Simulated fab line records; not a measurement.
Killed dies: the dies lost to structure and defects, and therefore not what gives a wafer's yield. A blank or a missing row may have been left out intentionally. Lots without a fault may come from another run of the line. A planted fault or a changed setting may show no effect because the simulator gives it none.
A struck lot beside a sound one	flow nand harc	15 out of 1302 route steps
Sound: wafers L736.1, L736.2, L736.6. Struck: wafers L743.3, L743.4, L743.6. The cause is given at the end.
At each step with rows: each side's tool, then ch and its chambers, then its first start. Under that, the readings that differ: sound wafers	struck wafers	difference of the means	sigmas: that difference in standard deviations of wafers without a fault.
alike: same words and numbers on both sides, and readings whose means sit less than 2 such deviations apart. not compared: any withheld reading, any reading some wafer has no value for, any bound like >300 that may hide the same value, and any number with overlapping values for which the record gives no deviation.
Wherever a step has rows on one side only, a row that says differs or no value, or a row with sigmas, the two part there. When numbers do not overlap yet have no deviation, they are printed without sigmas and do not part them. Lack of a reading on every wafer of one side parts them only where that side has two or more wafers.

first, 1 step without rows for these wafers: NHARC_P_GATE_HARDBAKE_47 (time 80 s).
NHARC_P_GATE_DESCUM_48: chemistry O2, time 3 s.
  sound on rie diel-09 ch 1,2, day 9 21:56; struck on rie diel-09 ch 0,1,2, day 13 07:47
  alike: drypump motor current A, oes product au, rf vpp V, showerhead plenum p Torr, throttle valve pct
  not compared: rf hours counter h
following that, these wafers have no rows for 1 step: NHARC_P_GATE_IMPLANT_49.
NHARC_P_GATE_STRIP_111: strips in N2/H2, time 250 s.
  sound on plasma asher-01 ch 0,1, day 9 22:19; struck on plasma asher-02 ch 0,1, day 13 08:15
reading	sound	struck	difference	sigmas
heater power w (W)	75 76 72	83 83 81	+8	+2
  alike: drypump motor current A
  not compared: rf hours counter h
NHARC_P_GATE_STRIP_75: strips in O2.
  sound on plasma asher-01 ch 0,1, day 9 22:37; struck on plasma asher-02 ch 0,1, day 13 08:28
  alike: drypump motor current A, heater power w
  not compared: rf hours counter h
then, 7 steps without rows for these wafers: NHARC_P_GATE_STRIP_50 (strips in SPM, time 900 s); NHARC_P_GATE_DEHYDRATE_51 (time 120 s); NHARC_P_GATE_HMDS_52 (time 30 s); NHARC_P_GATE_COAT_53; NHARC_P_GATE_SOFTBAKE_54 (time 95 s); NHARC_P_GATE_EBR_55; NHARC_P_GATE_EXPOSE_56 (exposes mask P PSD, target cd 720 nm).
NHARC_P_GATE_PEB_57: peb time 85 s.
  sound on litho track-03 ch 0, day 9 23:27; struck on litho track-07 ch 0, day 13 09:17
reading	sound	struck	difference	sigmas
heater power total W (W)	163.63 164.37 163.73	162.77 162.35 162.78	-1.28	-5
plate temp C (C)	117.96 118.14 117.96	117.41 117.27 117.46	-0.64	-4
  alike: exhaust pa, resist line temp C
then, 1 step without rows for these wafers: NHARC_P_GATE_DEVELOP_58 (time 70 s).
-- the record jumps here: 18 days lie between the struck wafers' starts before and after (it left off in module P_GATE and takes up again in module END, whose first step shown is number 1302 of the route) --
NHARC_END_SORT_01:
  sound on prober-01 ch 0, day 28 17:07; struck on prober-02 ch 0, day 31 20:43
  alike: killed at array, killed at other, killed at periphery, killed dies, killed open, killed short

WHERE THEY PART
Last at NHARC_P_GATE_PEB_57 as far as this record goes, first at NHARC_P_GATE_STRIP_111. Later steps at which nothing parts them and some readings are alike: NHARC_END_SORT_01.

WHY: the cause the simulator had injected
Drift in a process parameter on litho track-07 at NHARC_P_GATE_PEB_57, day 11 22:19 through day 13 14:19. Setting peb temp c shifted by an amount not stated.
